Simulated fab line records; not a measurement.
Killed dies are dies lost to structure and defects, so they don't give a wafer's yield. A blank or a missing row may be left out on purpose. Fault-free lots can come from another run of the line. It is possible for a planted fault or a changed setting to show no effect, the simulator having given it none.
8D (eight disciplines) problem report, filled in by code + flow n5-finfet + the parts of the form that need people (team, actions taken, sign-off) are left out

== 1. THE ISSUE ==
cd-nm at N5_BEOL_M2_CD_MEAS_11 reads a mean of 18.64 nm on 6 wafers of 2 lots; wafers without a fault read 16.79 nm with a standard deviation of 0.23. That is +8.1 standard deviations from the usual mean.
The step: target cd 16.79 nm.
First seen on wafer L622.2, day 10 09:43, on cd-sem-03. At this step, 27 wafers from 9 lots have a number in the record. The rule behind "out" and "out of limits": a value lying over 4 standard deviations away from the usual mean. Any other wafer with a number is counted as sound.

== 2. WHAT THIS IS AND IS NOT ==
| question                    | is                     | is not                                                                          |
|-----------------------------|------------------------|---------------------------------------------------------------------------------|
| which readings at this step | cd-nm                  | -                                                                               |
| which lots                  | L622, L627             | L606, L611, L612, L615, L624, L626, L629                                        |
| which wafers of those lots  | all that have a number | -                                                                               |
| read on which gauges        | cd-sem-01, cd-sem-03   | cd-sem-02                                                                       |
| when                        | from day 10 09:43      | up to then (12 sound wafers); but 9 sound wafers of L624, L626, L629 came after |

== 3. WHAT RULES OUT EACH SUSPECT ==
Counting: a tool stays on the suspect list if, at a process step up to the reading, it processed all lots that are out and no sound lot following the first of them.
- the gauge at N5_BEOL_M2_CD_MEAS_11 has been ruled out. 2 gauges (cd-sem-01, cd-sem-03) read the wafers that are out.
- pvd-sputter-01 at N5_BEOL_M1_SPUTTER_96 (material Cu, target thk 4.5 nm, time 8.29 s): ruled out as a lasting fault. After its first lot that is out, L622 (day 10 07:50), sound lots L629 ran on it.
- euv-scanner-01 at N5_BEOL_M2_EXPOSE_08 (exposes mask M2): kept. Every lot that is out went through it, starting with L622 (day 10 09:35), and after that it ran no sound lot; the last sound lot it ran before then is L615 (day 9 00:23). Its own readings are out on those wafers: exposure-dose-mJ-cm2.
Remaining after the count: euv-scanner-01 at N5_BEOL_M2_EXPOSE_08.

== 4. THE CAUSE (what the simulator had put in) ==
Drift in process parameters on euv-scanner-01 at N5_BEOL_M2_EXPOSE_08, starting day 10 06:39. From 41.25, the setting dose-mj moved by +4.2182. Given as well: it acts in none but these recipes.
Only this tool survived the counting.

== 5. SEQUENCE OF EFFECTS, ordered by route ==
One row per reading whose mean, taken over the struck wafers that have a number, lies over 3 standard deviations from the usual. Scope: only readings with a usual standard deviation given in the record; hours: median across lots of the time from each lot's start at the first step in this table that gives one to its start at this step; sigmas: change in usual standard deviations.
| hours | step                    | reading              | usual    | on struck wafers | change | sigmas      |
|-------|-------------------------|----------------------|----------|------------------|--------|-------------|
| 0     | N5_BEOL_M2_EXPOSE_08    | exposure-dose-mJ-cm2 | 41.49    | 45.04            | +3.55  | +18         |
| 0     | N5_BEOL_M2_CD_MEAS_11   | cd-nm                | 16.79 nm | 18.64            | +1.85  | +8.1        |
| 1     | N5_BEOL_M2_CD_MEAS_18   | cd-nm                | 17.9 nm  | 19.9             | +2.0   | +5.6        |
| 137   | N5_PASSIVATION_PROBE_49 | defect-limited-yield | 91.7 %   | 0.0              | -91.7  | -61         |
| 137   | N5_PASSIVATION_PROBE_49 | killed_at_M0_to_M3   | 32       | 1117             | +1085  | +99 or more |
| 137   | N5_PASSIVATION_PROBE_49 | killed-dies          | 98       | 1180             | +1082  | +64         |
| 137   | N5_PASSIVATION_PROBE_49 | killed-on-rim        | 13       | 152              | +139   | +35         |
| 137   | N5_PASSIVATION_PROBE_49 | sort_bin_5_function  | 4.9 %    | 20.3             | +15.4  | +17         |
| 137   | N5_PASSIVATION_PROBE_49 | sort-n-pass          | 1082     | 0                | -1082  | -64         |
It contains these process steps:
- N5_BEOL_M2_EXPOSE_08: exposes mask M2.
- N5_PASSIVATION_PROBE_49

== 6. HOW IT WOULD HAVE BEEN CAUGHT EARLIER ==
The first out-of-limits reading at a measuring or inspecting step in this record came at day 10 09:43, 3 hours after the fault's start at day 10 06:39.
Tool's own readings at N5_BEOL_M2_EXPOSE_08, exposure-dose-mJ-cm2: out on all struck wafers the step has rows for; an alarm limit on them would have tripped on the first.
L627, from the lots that are out (2), started N5_BEOL_M2_EXPOSE_08 on euv-scanner-01 later than day 10 09:43. Holding the tool at that time would have saved it.
